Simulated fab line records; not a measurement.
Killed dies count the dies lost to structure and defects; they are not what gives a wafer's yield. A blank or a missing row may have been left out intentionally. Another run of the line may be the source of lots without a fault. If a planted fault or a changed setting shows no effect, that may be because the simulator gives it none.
Matching of chambers :: flow n5Finfet :: 4 sister chambers for N5_BEOL_M2_DESCUM_16 on rieDiel-06
The step chemistry O2, time 7 s. 8 wafers are shown with their chamber, then 7 later ones without.

== WAFERS WITH THEIR CHAMBER ==
wafer: L078.6
chamber: 2
showerheadPlenumPTorr (Torr): 2.15
oesProductAu (a.u.): 0.70

wafer: L079.5
chamber: 2
showerheadPlenumPTorr (Torr): 2.15
oesProductAu (a.u.): 0.70

wafer: L080.5
chamber: 1
showerheadPlenumPTorr (Torr): 2.04
oesProductAu (a.u.): 0.97

wafer: L085.2
chamber: 0
showerheadPlenumPTorr (Torr): 2.18
oesProductAu (a.u.): 0.70

wafer: L085.5
chamber: 1
showerheadPlenumPTorr (Torr): 2.04
oesProductAu (a.u.): 0.98

wafer: L085.6
chamber: 3
showerheadPlenumPTorr (Torr): 1.99
oesProductAu (a.u.): 0.75

wafer: L086.1
chamber: 3
showerheadPlenumPTorr (Torr): 1.99
oesProductAu (a.u.): 0.73

wafer: L086.3
chamber: 0
showerheadPlenumPTorr (Torr): 2.17
oesProductAu (a.u.): 0.70

== WAFERS WHOSE CHAMBER IS MISSING ==
wafer: L086.5
showerheadPlenumPTorr (Torr): 2.17
oesProductAu (a.u.): 0.70

wafer: L091.2
showerheadPlenumPTorr (Torr): 2.14
oesProductAu (a.u.): 0.68

wafer: L091.5
showerheadPlenumPTorr (Torr): 2.03
oesProductAu (a.u.): 0.95

wafer: L091.6
showerheadPlenumPTorr (Torr): 2.17
oesProductAu (a.u.): 0.70

wafer: L095.2
showerheadPlenumPTorr (Torr): 2.17
oesProductAu (a.u.): 0.68

wafer: L095.5
showerheadPlenumPTorr (Torr): 2.17
oesProductAu (a.u.): 0.69

wafer: L095.6
showerheadPlenumPTorr (Torr): 1.99
oesProductAu (a.u.): 0.74

== WHICH CHAMBER EACH WENT THROUGH ==
wafer: L086.5
from the rows above: 0
in truth: 0

wafer: L091.2
from the rows above: 2
in truth: 2

wafer: L091.5
from the rows above: 1
in truth: 1

wafer: L091.6
from the rows above: 0
in truth: 0

wafer: L095.2
from the rows above: 0
in truth: 0

wafer: L095.5
from the rows above: 0
in truth: 0

wafer: L095.6
from the rows above: 3
in truth: 3
Placed correctly: 7 of 7. Left unplaced by these rows: 0. Wrongly placed: 0.
How it was worked out, from the rows above alone: a wafer's distance from a chamber is the root of the sum, over the readings, of the square of ((its reading less the chamber's mean) divided by the reading's scatter). If the next closest chamber is less than 2 further off than the closest, the wafer can't be placed; otherwise it belongs to the closest. For every chamber, the mean is computed from those of its wafers that are shown. The scatter is the square root of a quotient: the sum, over the shown wafers, of each reading's squared deviation from its chamber's mean, divided by wafers minus chambers.
